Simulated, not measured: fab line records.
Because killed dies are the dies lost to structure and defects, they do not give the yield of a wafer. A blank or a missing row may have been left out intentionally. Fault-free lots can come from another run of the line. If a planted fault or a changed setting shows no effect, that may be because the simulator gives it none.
A struck lot beside a sound one :: flow nand harc :: 15 steps out of a route of 1302
Sound: wafers L331.1, L331.3, L331.6. Wafers L346.1, L346.2, L346.5 were the ones struck. The cause is given at the end.
Order at every step that has rows: each side's tool, ch and its chambers, its first start. Under that, the readings that differ: sound wafers :: struck wafers :: difference of the means :: sigmas: that difference in standard deviations of wafers without a fault.
alike: readings with means less than 2 such deviations apart, plus words and numbers identical on both sides. not compared: withheld readings, readings lacking a value on some wafer, bounds such as >300 that could conceal the same value, and numbers that have no deviation in the record and whose values overlap.
A row with sigmas, a row that says differs or no value, or rows on one side alone: a step with any of these is where the two part. When numbers do not overlap yet have no deviation, they are printed without sigmas and do not part them. A reading that every wafer of one side lacks parts them only if that side has two wafers or more.

NHARC_A_ONON_D1_INSPECT_32:
  sound on defect inspect-02 at day 10 09:19; struck on defect inspect-02 at day 17 00:45
  alike: raw defect count
NHARC_A_CHANNEL_HOLE_D1_DEP_00: deposits aC, target thk 3100 nm.
  sound on acl dep-01 ch 0, day 10 12:03; struck on acl dep-01 ch 0, day 17 00:49
  alike: throttle valve pct
NHARC_A_CHANNEL_HOLE_D1_DEP_01: deposits SiON, target thk 140 nm.
  sound on pecvd-01 ch 0,2, day 10 13:58; struck on pecvd-02 ch 0,1,2, day 17 02:47
  alike: heater power w
then, 9 steps without rows for these wafers: NHARC_A_CHANNEL_HOLE_D1_DEHYDRATE_02 (time 120 s); NHARC_A_CHANNEL_HOLE_D1_HMDS_03 (time 30 s); NHARC_A_CHANNEL_HOLE_D1_COAT_36 (time 75 s); NHARC_A_CHANNEL_HOLE_D1_COAT_37 (time 65 s); NHARC_A_CHANNEL_HOLE_D1_COAT_04 (resist thk 90 nm); NHARC_A_CHANNEL_HOLE_D1_SOFTBAKE_05 (time 55 s); NHARC_A_CHANNEL_HOLE_D1_EBR_06; NHARC_A_CHANNEL_HOLE_D1_EXPOSE_07 (exposes mask HOLE D1, target cd 100 nm); NHARC_A_CHANNEL_HOLE_D1_PEB_08 (peb time 65 s).
NHARC_A_CHANNEL_HOLE_D1_DEVELOP_09: develop time 35 s.
  sound on litho track-06 ch 0, day 10 14:00; struck on litho track-06 ch 0, day 17 03:00
reading: developer temp C (C)
sound: 22.96 22.96 22.87
struck: 22.19 21.98 22.21
difference: -0.80
sigmas: -8
NHARC_A_CHANNEL_HOLE_D1_CD_MEAS_10: the cd target is 100 nm.
  sound on cd sem-01 ch 0, day 10 14:42; struck on cd sem-02 ch 0, day 17 03:30
  alike: cd nm
NHARC_END_SORT_01:
  the record has rows for the sound wafers here (prober-02 ch 0, day 27 02:10) and none for the struck ones

WHERE THEY PART
Last at NHARC_END_SORT_01 as far as this record goes, first at NHARC_A_CHANNEL_HOLE_D1_DEVELOP_09.

WHY: the cause the simulator had injected
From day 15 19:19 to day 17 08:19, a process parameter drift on litho track-06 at NHARC_A_CHANNEL_HOLE_D1_DEVELOP_09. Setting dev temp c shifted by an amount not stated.
